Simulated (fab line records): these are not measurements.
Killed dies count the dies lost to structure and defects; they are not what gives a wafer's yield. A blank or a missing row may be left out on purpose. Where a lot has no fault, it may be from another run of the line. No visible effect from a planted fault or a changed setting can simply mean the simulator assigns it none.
Lot-split experiment / flow n5-finfet / 21 wafers read from 7 lots, route of 1938 steps

== ABOUT THE SPLIT ==
At N5_SDB_CUT_ETCH_26 (etches Si in HBr/Cl2/O2, target depth 129.6 nm, bt time 20 s, time 51.8 s), the setting icp-w was moved away from the recipe's 800 W on 8 of the 21 wafers read, by -12.6% to +13.2%. For the rest of the wafers, this setting stayed at what the recipe calls for.

Reading taken at the split's own step.

== THE READING ==
etch.depth-nm (the simulator's own value, which no gauge read), in nm, at N5_SDB_CUT_ETCH_26 (etches Si in HBr/Cl2/O2, target depth 129.6 nm, bt time 20 s, time 51.8 s). The file does not state a usual value for it. The 13 wafers here that ran the recipe average 129.2 nm, standard deviation 2 nm.

wafer=L074.1; tool, chamber at the split=rie-si-05, 0; icp-w as run, W=800; against the recipe=recipe; etch.depth-nm, nm=129.4; against lot-mates on the recipe=-
wafer=L074.2; tool, chamber at the split=rie-si-05, 1; icp-w as run, W=855.9; against the recipe=+7.0%; etch.depth-nm, nm=131.8; against lot-mates on the recipe=+3.4
wafer=L074.4; tool, chamber at the split=rie-si-05, 3; icp-w as run, W=800; against the recipe=recipe; etch.depth-nm, nm=127.5; against lot-mates on the recipe=-
wafer=L075.3; tool, chamber at the split=rie-si-01, 3; icp-w as run, W=905.7; against the recipe=+13.2%; etch.depth-nm, nm=141.2; against lot-mates on the recipe=+14.7
wafer=L075.4; tool, chamber at the split=rie-si-01, 2; icp-w as run, W=800; against the recipe=recipe; etch.depth-nm, nm=126.5; against lot-mates on the recipe=-
wafer=L075.5; tool, chamber at the split=rie-si-01, 3; icp-w as run, W=905.7; against the recipe=+13.2%; etch.depth-nm, nm=139.7; against lot-mates on the recipe=+13.2
wafer=L076.1; tool, chamber at the split=rie-si-05, 3; icp-w as run, W=800; against the recipe=recipe; etch.depth-nm, nm=128.1; against lot-mates on the recipe=-
wafer=L076.4; tool, chamber at the split=rie-si-05, 1; icp-w as run, W=800; against the recipe=recipe; etch.depth-nm, nm=126.6; against lot-mates on the recipe=-
wafer=L076.5; tool, chamber at the split=rie-si-05, 0; icp-w as run, W=800; against the recipe=recipe; etch.depth-nm, nm=127.8; against lot-mates on the recipe=-
wafer=L077.1; tool, chamber at the split=rie-si-05, 2; icp-w as run, W=800; against the recipe=recipe; etch.depth-nm, nm=132.6; against lot-mates on the recipe=-
wafer=L077.3; tool, chamber at the split=rie-si-05, 1; icp-w as run, W=800; against the recipe=recipe; etch.depth-nm, nm=128.4; against lot-mates on the recipe=-
wafer=L077.6; tool, chamber at the split=rie-si-05, 0; icp-w as run, W=800; against the recipe=recipe; etch.depth-nm, nm=130.9; against lot-mates on the recipe=-
wafer=L080.4; tool, chamber at the split=rie-si-06, 0; icp-w as run, W=800; against the recipe=recipe; etch.depth-nm, nm=128.3; against lot-mates on the recipe=-
wafer=L080.5; tool, chamber at the split=rie-si-06, 3; icp-w as run, W=800; against the recipe=recipe; etch.depth-nm, nm=130.7; against lot-mates on the recipe=-
wafer=L080.6; tool, chamber at the split=rie-si-06, 2; icp-w as run, W=846.7; against the recipe=+5.8%; etch.depth-nm, nm=134.4; against lot-mates on the recipe=+4.9
wafer=L083.1; tool, chamber at the split=rie-si-05, 2; icp-w as run, W=699; against the recipe=-12.6%; etch.depth-nm, nm=125; against lot-mates on the recipe=-5.1
wafer=L083.2; tool, chamber at the split=rie-si-05, 3; icp-w as run, W=699; against the recipe=-12.6%; etch.depth-nm, nm=121.7; against lot-mates on the recipe=-8.4
wafer=L083.6; tool, chamber at the split=rie-si-05, 0; icp-w as run, W=800; against the recipe=recipe; etch.depth-nm, nm=130.1; against lot-mates on the recipe=-
wafer=L090.4; tool, chamber at the split=rie-si-01, 1; icp-w as run, W=903.5; against the recipe=+12.9%; etch.depth-nm, nm=136.3; against lot-mates on the recipe=+3.7
wafer=L090.6; tool, chamber at the split=rie-si-01, 1; icp-w as run, W=903.5; against the recipe=+12.9%; etch.depth-nm, nm=136.3; against lot-mates on the recipe=+3.7
wafer=L090.5; tool, chamber at the split=rie-si-01, 0; icp-w as run, W=800; against the recipe=recipe; etch.depth-nm, nm=132.6; against lot-mates on the recipe=-

THE FIT
A straight line over all 21 wafers: etch.depth-nm changes by +0.609 nm for each +1% of icp-w; r = +0.90; the points scatter about the line by 2.1 nm.
The same after taking each lot's own level away (the mean of its wafers on the recipe; 21 wafers): +0.624 nm for each +1%; r = +0.87; scatter 2.6 nm.
That fit puts the effect of the largest move of icp-w on the reading at 8.2 nm.
The span of the lots' own levels, 126.50 to 132.60 nm, comes to 3.1 times the standard deviation stated above.
The two slopes agree, so the slope changes little with the lot-to-lot level.
Check: +7.17 nm against its lot-mates is what the line predicts for one of the wafers moved furthest among these (+13.2%) when that wafer is left out of the fit. Against them it came out at +14.7 nm.

== THESE WAFERS: OTHER SPLITS ==
Before the reading, these wafers also passed through other splits. Each is held against what the fit with the lots' levels taken away leaves over:
other split on the same wafers=N5_WELL_APT_COAT_02 spin-rpm; wafers away from the commonest value=6; r with etch.depth-nm (lot level and that fit taken away)=-0.17
other split on the same wafers=N5_FIN_CUT_COAT_18 spin-rpm; wafers away from the commonest value=9; r with etch.depth-nm (lot level and that fit taken away)=-0.13
other split on the same wafers=N5_FIN_CUT_EXPOSE_05 dose-mj; wafers away from the commonest value=10; r with etch.depth-nm (lot level and that fit taken away)=-0.05
other split on the same wafers=N5_DUMMY_GATE_EXPOSE_12 dose-mj; wafers away from the commonest value=4; r with etch.depth-nm (lot level and that fit taken away)=-0.22
other split on the same wafers=N5_SD_EPI_N_EPI_21 temp-c; wafers away from the commonest value=4; r with etch.depth-nm (lot level and that fit taken away)=+0.08
other split on the same wafers=N5_SD_EPI_P_COAT_34 spin-rpm; wafers away from the commonest value=4; r with etch.depth-nm (lot level and that fit taken away)=+0.12

== THE FILE'S OWN FIT ==
etch.depth-nm changes by +0.633 nm for each +1% of icp-w, r = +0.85.
